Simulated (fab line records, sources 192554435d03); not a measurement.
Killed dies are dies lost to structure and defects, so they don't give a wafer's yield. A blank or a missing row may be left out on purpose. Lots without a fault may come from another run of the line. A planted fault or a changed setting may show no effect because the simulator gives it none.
Chamber matching | flow n5_finfet | N5_ZERO_LAYER_PECVD_02 on pecvd-03: 3 sister chambers
The step deposits SiO2 from SiH4/N2O, target thk 10 nm, time 6 s. 6 wafers are shown with their chamber, then 12 later ones without.

WAFERS WITH THEIR CHAMBER
wafer  | chamber | showerhead_plenum_p_Torr (Torr) | heater_power_w (W)
L085.3 | 1       | 8.15                            | 849
L090.5 | 1       | 8.13                            | 872
L092.4 | 2       | 8.16                            | 810
L093.3 | 0       | 8.08                            | 832
L093.5 | 2       | 8.15                            | 938
L093.6 | 0       | 8.06                            | 830

WAFERS WITHOUT THEIR CHAMBER
wafer  | showerhead_plenum_p_Torr (Torr) | heater_power_w (W)
L094.2 | 8.06                            | 922
L094.3 | 8.13                            | 862
L094.5 | 8.07                            | 899
L095.1 | 8.06                            | 847
L095.4 | 8.08                            | 832
L095.6 | 8.14                            | 848
L096.2 | 8.16                            | 934
L096.4 | 8.14                            | 871
L096.5 | 8.06                            | 818
L097.3 | 8.07                            | 895
L097.5 | 8.13                            | 762
L097.6 | 8.08                            | 910

WHICH CHAMBER EACH WENT THROUGH
wafer  | from the rows above     | in truth
L094.2 | 0                       | 0
L094.3 | can't be placed: 1 or 2 | 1
L094.5 | 0                       | 0
L095.1 | 0                       | 0
L095.4 | 0                       | 0
L095.6 | can't be placed: 1 or 2 | 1
L096.2 | can't be placed: 2 or 1 | 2
L096.4 | can't be placed: 1 or 2 | 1
L096.5 | 0                       | 0
L097.3 | 0                       | 0
L097.5 | can't be placed: 1 or 2 | 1
L097.6 | 0                       | 0
Placed correctly: 7 of 12. Can't be placed from these rows: 5 (the true chamber is among the candidates in 5). Placed wrongly: 0.
How it was worked out, from the rows above alone: a wafer's distance from a chamber is the root of the sum, over the readings, of the square of ((its reading less the chamber's mean) divided by the reading's scatter). The wafer belongs to the nearest chamber; if the next one is less than 2 further off, it can't be placed. A chamber's mean is the mean of its shown wafers. The scatter: the root of (the sum of the squares of (reading less its chamber's mean) over the shown wafers, divided by (wafers less chambers)).
